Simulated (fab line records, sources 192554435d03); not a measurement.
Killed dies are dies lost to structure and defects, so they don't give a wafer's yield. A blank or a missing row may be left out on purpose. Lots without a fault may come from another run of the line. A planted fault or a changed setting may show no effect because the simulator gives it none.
Chamber matching | flow n5_finfet | N5_BEOL_M6_ETCH_66 on rie_diel-06: 4 sister chambers
The step etches SOC in N2/H2, target depth 80 nm, overetch 16 nm, time 120 s. 14 wafers are shown with their chamber, then 7 later ones without.

WAFERS WITH THEIR CHAMBER
wafer  | chamber | showerhead_plenum_p_Torr (Torr) | drypump_motor_current_A (A) | rf_vpp_V (V)
L074.2 | 3       | 2.50                            | 6.0                         | 523.8
L074.3 | 0       | 2.58                            | 6.0                         | 526.0
L074.4 | 3       | 2.50                            | 5.9                         | 523.2
L075.3 | 0       | 2.58                            | 6.0                         | 525.7
L075.5 | 2       | 2.41                            | 5.2                         | 520.1
L075.6 | 0       | 2.58                            | 5.9                         | 525.1
L076.2 | 2       | 2.41                            | 5.3                         | 520.9
L076.5 | 2       | 2.41                            | 5.3                         | 519.1
L076.6 | 0       | 2.58                            | 6.0                         | 525.6
L084.3 | 2       | 2.40                            | 5.4                         | 519.1
L084.4 | 0       | 2.57                            | 5.9                         | 524.4
L084.5 | 1       | 2.59                            | 6.1                         | 524.6
L086.1 | 2       | 2.40                            | 5.3                         | 519.6
L086.2 | 3       | 2.49                            | 6.0                         | 523.1

SIGNATURES (means of the wafers above)
reading                  | chamber 0 | chamber 1 | chamber 2 | chamber 3 | scatter within a chamber
showerhead_plenum_p_Torr | 2.5780    | 2.5900    | 2.4060    | 2.4967    | 0.00516
drypump_motor_current_A  | 5.960     | 6.100     | 5.300     | 5.967     | 0.0622
rf_vpp_V                 | 525.360   | 524.600   | 519.760   | 523.367   | 0.646
Rule: a wafer's distance from a chamber is the root of the sum, over the readings, of the square of ((its reading less the chamber's mean) divided by the reading's scatter). The wafer belongs to the nearest chamber; if the next one is less than 2 further off, it can't be placed. The scatter: the root of (the sum of the squares of (reading less its chamber's mean) over the shown wafers, divided by (wafers less chambers)).

WAFERS WITHOUT THEIR CHAMBER
wafer  | showerhead_plenum_p_Torr (Torr) | drypump_motor_current_A (A) | rf_vpp_V (V)
L086.4 | 2.40                            | 5.3                         | 519.3
L087.2 | 2.40                            | 5.3                         | 519.9
L087.3 | 2.57                            | 6.0                         | 524.8
L087.6 | 2.57                            | 6.0                         | 525.1
L088.1 | 2.59                            | 6.1                         | 526.6
L088.2 | 2.57                            | 5.9                         | 525.0
L088.4 | 2.49                            | 5.9                         | 522.6

WHICH CHAMBER EACH WENT THROUGH
wafer  | from the rows above     | in truth
L086.4 | 2                       | 2
L087.2 | 2                       | 2
L087.3 | 0                       | 0
L087.6 | 0                       | 0
L088.1 | can't be placed: 1 or 0 | 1
L088.2 | 0                       | 0
L088.4 | 3                       | 3
Placed correctly: 6 of 7. Can't be placed from these rows: 1 (the true chamber is among the candidates in 1). Placed wrongly: 0.
